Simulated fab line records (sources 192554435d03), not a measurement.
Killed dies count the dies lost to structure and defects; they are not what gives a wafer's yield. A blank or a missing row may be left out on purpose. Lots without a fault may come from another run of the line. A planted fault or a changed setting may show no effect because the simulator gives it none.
The tool behind it: which one?	flow n5_finfet	Sampling: 9 lots, 27 wafers, 2 of 1938 route steps

## WHAT THE GAUGES SHOWED, per wafer
N5_PMOS_HMC_CHANNEL_EPI_THK_MEAS_22.
lot	measured	on	HMC_CMP_THK (nm)
L519	day 2 08:04	film_metro-02	54.5 53.4 55.0
L521	day 2 19:21	film_metro-02	54.3 52.9 52.6
L522	day 3 01:40	film_metro-01	55.1 52.4 52.6
L532	day 5 15:26	film_metro-01	59.3 54.9 59.4
L535	day 6 09:16	film_metro-02	53.8 59.4 55.4
L536	day 6 13:47	film_metro-02	59.0 59.2 59.3
L537	day 6 20:11	film_metro-01	54.4 52.6 54.7
L539	day 7 07:50	film_metro-02	54.4 52.1 51.6
L540	day 7 16:48	film_metro-02	54.7 53.1 52.8

## WHICH TOOL RAN EACH LOT (tool, then ch and the chambers of the sampled wafers, then the start)
lot	N5_PMOS_HMC_CHANNEL_EPI_FIN_RECESS_16
L519	rie_si-02 ch 0,2,3, day 2 06:15
L521	rie_si-05 ch 0,3, day 2 17:33
L522	rie_si-03 ch 1,3, day 2 23:52
L532	rie_si-02 ch 1,2,3, day 5 13:37
L535	rie_si-02 ch 0,1,2, day 6 07:27
L536	rie_si-02 ch 0,1,3, day 6 11:59
L537	rie_si-05 ch 1,2,3, day 6 18:22
L539	rie_si-03 ch 1,2,3, day 7 05:55
L540	rie_si-03 ch 2,3, day 7 14:36
- N5_PMOS_HMC_CHANNEL_EPI_FIN_RECESS_16: chemistry HBr/Cl2, target Si, target depth 54 nm, time 18 s.

## THE ANSWER, worked out from the rows above alone
Rule: the usual values come from the lots themselves. The widest of any qualifying gaps counts: lots, ordered by their means at a reading, are off when they make up no more than a third of the lots, leave a main group of 4 or more, and stand apart from it by 3 or more times the standard deviation of that group's means. Not used: any main group whose means are identical at the precision the tables above print for the reading. Also off: a lot with no number at a reading for which 4 or more lots have one. Where the step has rows for the other lots, those lots are counted as sound.
Off: L532, L535, L536, seen at N5_PMOS_HMC_CHANNEL_EPI_THK_MEAS_22 (HMC_CMP_THK). For the main group the mean is 53.5 nm and the standard deviation 0.5.
If a tool, at a process step before that reading, ran all the lots that are off and no sound lot after the first of them, it fits. Those tools and the gauges at N5_PMOS_HMC_CHANNEL_EPI_THK_MEAS_22 are tried in the same way. One candidate fits, namely rie_si-02 at N5_PMOS_HMC_CHANNEL_EPI_FIN_RECESS_16. Its last sound lot is L519 (day 2 06:15), its first lot that is off L532 (day 5 13:37): a fault that began between those two fits.

## WHAT THE SIMULATOR HAD INSERTED
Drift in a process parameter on rie_si-02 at N5_PMOS_HMC_CHANNEL_EPI_FIN_RECESS_16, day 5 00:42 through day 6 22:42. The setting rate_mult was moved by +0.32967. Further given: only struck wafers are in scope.
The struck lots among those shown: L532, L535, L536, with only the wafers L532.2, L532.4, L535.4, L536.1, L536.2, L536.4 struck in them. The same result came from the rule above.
